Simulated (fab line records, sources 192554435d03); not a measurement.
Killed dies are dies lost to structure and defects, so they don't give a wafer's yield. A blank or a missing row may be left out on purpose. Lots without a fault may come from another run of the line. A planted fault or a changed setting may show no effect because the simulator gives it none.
Which tool did it? | flow n5_finfet | 10 lots, 30 wafers sampled, at 3 steps of a route of 1938

WHAT THE GAUGES READ, wafer by wafer
N5_BEOL_M4_RC_MEAS_101. Usual: DIBL_N 36.3 mV/V, standard deviation 1.7; DIBL_P 36.5 mV/V, standard deviation 1.8; IOFF_N 0.16 nA/um, standard deviation 0.033; IOFF_P 0.21 nA/um, standard deviation 0.037; IOFF_P_85C 3.7 nA/um, standard deviation 0.52; IOFF_P_LIN 0.101 nA/um, standard deviation 0.014; IOFF_P_LONG 0.000107 nA/um, standard deviation 1e-05; ION_N 675 uA/um, standard deviation 11; ION_P 462 uA/um, standard deviation 7.9; SS_N 71.6 mV/dec, standard deviation 0.64; SS_P 73.3 mV/dec, standard deviation 0.68; VT_N 249 mV, standard deviation 3.3; VT_N_LVT 98 mV, standard deviation 3.3; VT_P -250 mV, standard deviation 3.3; VT_P_LONG -276 mV, standard deviation 3.1.
lot  | measured     | on        | DIBL_N (mV/V)  | DIBL_P (mV/V)  | IOFF_N (nA/um) | IOFF_P (nA/um) | IOFF_P_85C (nA/um) | IOFF_P_LIN (nA/um) | IOFF_P_LONG (nA/um)        | ION_N (uA/um) | ION_P (uA/um) | SS_N (mV/dec)  | SS_P (mV/dec)  | VT_N (mV)   | VT_N_LVT (mV) | VT_P (mV)      | VT_P_LONG (mV) | flag
L346 | day 8 11:33  | prober-02 | 33.6 36.4 35.8 | 34.1 37.0 36.4 | 0.14 0.18 0.17 | 0.21 0.25 0.24 | 3.6 4.2 4.0        | 0.102 0.113 0.110  | 0.000122 0.000113 0.000112 | 673 679 676   | 467 468 467   | 71.1 72.3 71.8 | 73.2 73.4 73.1 | 248 250 249 | 98 97 95      | -248 -249 -246 | -271 -274 -272 |
L347 | day 8 07:23  | prober-01 | 37.0 35.9 36.4 | 37.9 36.4 36.3 | 0.16 0.14 0.14 | 0.23 0.72 0.69 | 3.8 10.0 9.8       | 0.103 0.330 0.323  | 0.000104 0.000269 0.000261 | 674 669 675   | 464 510 521   | 71.5 71.1 71.3 | 73.7 73.5 73.1 | 249 251 251 | 99 134 133    | -251 -217 -217 | -278 -244 -243 | OFF
L349 | day 8 14:43  | prober-01 | 36.4 38.2 37.6 | 35.8 38.6 37.2 | 0.15 0.19 0.16 | 0.22 0.26 0.24 | 3.8 4.3 4.1        | 0.106 0.119 0.114  | 0.00011 0.000118 0.000112  | 672 682 671   | 463 470 466   | 72.0 71.9 72.3 | 72.9 74.6 74.0 | 249 245 250 | 98 96 98      | -248 -246 -245 | -274 -273 -273 |
L360 | day 11 16:40 | prober-02 | 37.0 38.1 39.1 | 36.3 37.1 38.9 | 0.17 0.19 0.21 | 0.24 0.24 0.27 | 4.1 4.1 4.5        | 0.111 0.112 0.120  | 0.000112 0.000106 0.000105 | 677 675 686   | 463 462 465   | 71.6 72.2 72.7 | 73.4 73.7 73.8 | 249 248 248 | 97 95 93      | -248 -246 -248 | -275 -273 -275 |
L361 | day 11 18:43 | prober-02 | 38.3 37.4 39.3 | 38.1 36.6 38.4 | 0.17 0.15 0.17 | 0.20 0.19 0.20 | 3.6 3.3 3.6        | 0.091 0.088 0.091  | 8.6e-05 9e-05 9e-05        | 681 660 661   | 455 457 450   | 72.2 72.0 73.0 | 74.4 73.6 73.8 | 250 252 251 | 98 100 99     | -254 -255 -253 | -280 -279 -280 |
L363 | day 12 06:17 | prober-02 | 37.0 38.2 37.9 | 38.3 39.1 38.9 | 0.22 0.23 0.24 | 0.22 0.23 0.23 | 3.8 3.9 4.0        | 0.102 0.106 0.107  | 0.000105 0.000108 0.000106 | 705 686 683   | 462 456 458   | 72.0 72.5 72.2 | 73.2 73.7 73.6 | 243 244 240 | 90 91 89      | -251 -248 -250 | -275 -276 -277 |
L364 | day 12 03:55 | prober-01 | 37.3 36.3 37.3 | 36.6 35.8 36.4 | 0.16 0.15 0.17 | 0.23 0.22 0.23 | 4.1 3.9 4.0        | 0.112 0.109 0.111  | 0.000115 0.000115 0.00011  | 678 662 667   | 472 460 464   | 71.4 71.4 71.9 | 72.5 73.4 73.5 | 254 253 249 | 100 101 99    | -245 -248 -247 | -272 -273 -275 |
L365 | day 13 00:05 | prober-02 | 33.4 35.3 34.3 | 33.1 34.8 33.9 | 0.13 0.16 0.14 | 0.17 0.19 0.18 | 3.0 3.4 3.2        | 0.083 0.093 0.088  | 0.000106 0.000109 0.000103 | 682 677 672   | 465 462 459   | 71.4 71.3 71.9 | 72.7 73.6 73.2 | 251 247 250 | 99 98 98      | -254 -251 -252 | -276 -275 -279 |
L367 | day 13 10:11 | prober-02 | 36.2 37.3 37.5 | 35.1 36.3 37.0 | 0.14 0.16 0.16 | 0.17 0.18 0.20 | 3.0 3.3 3.6        | 0.082 0.088 0.094  | 9.7e-05 9.5e-05 9.6e-05    | 662 677 673   | 447 458 458   | 71.2 72.1 71.5 | 73.8 73.9 74.2 | 253 249 247 | 100 95 96     | -251 -254 -253 | -280 -279 -281 |
L368 | day 13 10:06 | prober-01 | 33.2 36.3 36.8 | 33.6 37.7 38.6 | 0.12 0.18 0.19 | 0.16 0.21 0.22 | 2.8 3.6 3.8        | 0.079 0.099 0.101  | 9.6e-05 0.0001 9.9e-05     | 669 678 677   | 452 461 458   | 71.2 71.9 72.1 | 72.4 74.4 74.3 | 252 248 246 | 98 94 95      | -256 -250 -253 | -275 -277 -277 |

WHICH TOOL RAN EACH LOT (tool, then ch and the chambers of the sampled wafers, then the start)
lot  | N5_HKMG_FIN_ALD_74              | N5_BEOL_M4_ANNEAL_91
L346 | ald_hk-03 ch 0,1, day 4 08:10   | pvd_sputter-03, day 8 09:33
L347 | ald_hk-03 ch 0,3, day 4 10:08   | pvd_sputter-01, day 8 05:43
L349 | ald_hk-02 ch 0,2,3, day 4 21:53 | pvd_sputter-02, day 8 13:02
L360 | ald_hk-01 ch 0,2,3, day 7 16:23 | pvd_sputter-02, day 11 14:43
L361 | ald_hk-03 ch 0,1,2, day 8 01:21 | pvd_sputter-03, day 11 16:52
L363 | ald_hk-03 ch 1,2,3, day 8 13:59 | pvd_sputter-01, day 12 04:31
L364 | ald_hk-03 ch 0,2,3, day 8 17:34 | pvd_sputter-02, day 12 01:45
L365 | ald_hk-01 ch 0,1,3, day 9 01:23 | pvd_sputter-03, day 12 22:16
L367 | ald_hk-03 ch 1,2, day 9 12:29   | pvd_sputter-01, day 13 05:56
L368 | ald_hk-03 ch 0,2, day 9 18:50   | pvd_sputter-01, day 13 07:49
- N5_HKMG_FIN_ALD_74: deposits La2O3, target thk 0.5 nm, pulse time 6 s, co reactant pulse time 1 s.
- N5_BEOL_M4_ANNEAL_91: time 240 s.

WHAT THE TOOLS THEMSELVES READ (means of the sampled wafers that have a number; where no wafer has one, the mark that the record gives instead)
N5_HKMG_FIN_ALD_74. Usual: heater_power_w 359 W, standard deviation 37; precursor_pulse_height_rel 1.002, standard deviation 0.02.
lot  | tool      | heater_power_w (W) | precursor_pulse_height_rel | flag
L346 | ald_hk-03 | 348                | 1.004                      |
L347 | ald_hk-03 | 393                | 1.004                      |
L349 | ald_hk-02 | 336                | 1.016                      |
L360 | ald_hk-01 | 335                | 0.997                      |
L361 | ald_hk-03 | 351                | 1.020                      |
L363 | ald_hk-03 | 362                | 1.004                      |
L364 | ald_hk-03 | 377                | 1.001                      |
L365 | ald_hk-01 | 351                | 1.016                      |
L367 | ald_hk-03 | 351                | 1.000                      |
L368 | ald_hk-03 | 373                | 0.995                      |

N5_BEOL_M4_ANNEAL_91. Usual: heater_power_w 874 W, standard deviation 130.
lot  | tool           | heater_power_w (W) | flag
L346 | pvd_sputter-03 | 869                |
L347 | pvd_sputter-01 | 768                |
L349 | pvd_sputter-02 | 888                |
L360 | pvd_sputter-02 | 883                |
L361 | pvd_sputter-03 | 872                |
L363 | pvd_sputter-01 | 714                |
L364 | pvd_sputter-02 | 962                |
L365 | pvd_sputter-03 | 821                |
L367 | pvd_sputter-01 | 859                |
L368 | pvd_sputter-01 | 866                |

THE ANSWER, worked out from the rows above alone
Rule: a lot is off if the mean of its wafers that have a number lies more than 3 standard deviations from the usual mean. A lot without any number at a reading at which 4 lots or more have one is off too. The other lots that the step has rows for count as sound. The gauges are gone through in route order, then the tools' own readings, and for those a lot's mean is taken as printed above. The first step at which some lot is off is used, and at that step the reading that is off furthest; a lot without a number counts as furthest.
Off: L347, at N5_BEOL_M4_RC_MEAS_101 (IOFF_P_LIN).
A tool fits if, at a process step before that reading, it ran every lot that is off, and no sound lot after the first of them. The gauges at N5_BEOL_M4_RC_MEAS_101 are tried like those tools. None of those tried fits.

WHAT THE SIMULATOR HAD PUT IN
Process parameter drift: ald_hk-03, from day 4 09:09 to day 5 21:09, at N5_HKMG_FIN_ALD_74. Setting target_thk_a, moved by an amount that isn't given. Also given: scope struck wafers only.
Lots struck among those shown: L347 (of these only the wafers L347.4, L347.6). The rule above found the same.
